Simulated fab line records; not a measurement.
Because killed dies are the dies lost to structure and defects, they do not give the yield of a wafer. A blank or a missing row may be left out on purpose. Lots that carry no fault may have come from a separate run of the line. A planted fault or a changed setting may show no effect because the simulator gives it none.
Matching of chambers || flow n5-finfet || N5_HKMG_FIN_ALD_74 on ald-hk-03: 4 sister chambers
The step deposits La2O3, target thk 0.5 nm, pulse time 6 s, co reactant pulse time 1 s. 14 wafers are shown with their chamber, then 7 later ones without.

EACH WAFER AND ITS CHAMBER
{"wafer": "L704.1", "chamber": 3, "heater-power-w (W)": 314, "precursor-pulse-height-rel": 1.002}
{"wafer": "L704.2", "chamber": 0, "heater-power-w (W)": 354, "precursor-pulse-height-rel": 1.011}
{"wafer": "L704.5", "chamber": 1, "heater-power-w (W)": 381, "precursor-pulse-height-rel": 1.000}
{"wafer": "L706.3", "chamber": 0, "heater-power-w (W)": 337, "precursor-pulse-height-rel": 1.016}
{"wafer": "L706.5", "chamber": 3, "heater-power-w (W)": 326, "precursor-pulse-height-rel": 1.013}
{"wafer": "L706.6", "chamber": 0, "heater-power-w (W)": 337, "precursor-pulse-height-rel": 0.988}
{"wafer": "L708.1", "chamber": 2, "heater-power-w (W)": 373, "precursor-pulse-height-rel": 0.990}
{"wafer": "L708.3", "chamber": 3, "heater-power-w (W)": 322, "precursor-pulse-height-rel": 1.005}
{"wafer": "L708.5", "chamber": 3, "heater-power-w (W)": 314, "precursor-pulse-height-rel": 0.999}
{"wafer": "L716.1", "chamber": 3, "heater-power-w (W)": 317, "precursor-pulse-height-rel": 0.997}
{"wafer": "L716.4", "chamber": 2, "heater-power-w (W)": 384, "precursor-pulse-height-rel": 0.990}
{"wafer": "L716.5", "chamber": 3, "heater-power-w (W)": 313, "precursor-pulse-height-rel": 0.963}
{"wafer": "L719.1", "chamber": 3, "heater-power-w (W)": 315, "precursor-pulse-height-rel": 0.968}
{"wafer": "L719.2", "chamber": 1, "heater-power-w (W)": 379, "precursor-pulse-height-rel": 1.018}

SIGNATURES, as means of the wafers listed above
{"reading": "heater-power-w", "chamber 0": 342.67, "chamber 1": 380.00, "chamber 2": 378.50, "chamber 3": 317.29, "scatter within a chamber": 6.31}
{"reading": "precursor-pulse-height-rel", "chamber 0": 1.00500, "chamber 1": 1.00900, "chamber 2": 0.99000, "chamber 3": 0.99243, "scatter within a chamber": 0.0168}
Rule: for each reading, subtract the chamber's mean from the wafer's reading, divide by that reading's scatter and square the result; add these up over the readings and take the root, which gives the wafer's distance from the chamber. The wafer belongs to the nearest chamber; if the next one is less than 2 further off, it can't be placed. The scatter: the root of (the sum of the squares of (reading less its chamber's mean) over the shown wafers, divided by (wafers less chambers)).

WAFERS WITHOUT THEIR CHAMBER
{"wafer": "L719.3", "heater-power-w (W)": 372, "precursor-pulse-height-rel": 0.987}
{"wafer": "L720.3", "heater-power-w (W)": 344, "precursor-pulse-height-rel": 1.023}
{"wafer": "L720.4", "heater-power-w (W)": 323, "precursor-pulse-height-rel": 0.983}
{"wafer": "L720.6", "heater-power-w (W)": 312, "precursor-pulse-height-rel": 0.994}
{"wafer": "L721.4", "heater-power-w (W)": 317, "precursor-pulse-height-rel": 0.969}
{"wafer": "L721.5", "heater-power-w (W)": 312, "precursor-pulse-height-rel": 0.997}
{"wafer": "L721.6", "heater-power-w (W)": 354, "precursor-pulse-height-rel": 1.029}

WHICH CHAMBER EACH ONE RAN IN
{"wafer": "L719.3", "from the rows above": "can't be placed: 2 or 1", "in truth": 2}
{"wafer": "L720.3", "from the rows above": 0, "in truth": 0}
{"wafer": "L720.4", "from the rows above": 3, "in truth": 3}
{"wafer": "L720.6", "from the rows above": 3, "in truth": 3}
{"wafer": "L721.4", "from the rows above": 3, "in truth": 3}
{"wafer": "L721.5", "from the rows above": 3, "in truth": 3}
{"wafer": "L721.6", "from the rows above": "can't be placed: 0 or 1", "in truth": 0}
Correct placement for 5 of the 7. From these rows, 2 cannot be placed; in 2 the true chamber is one of the candidates. Wrongly placed: 0.
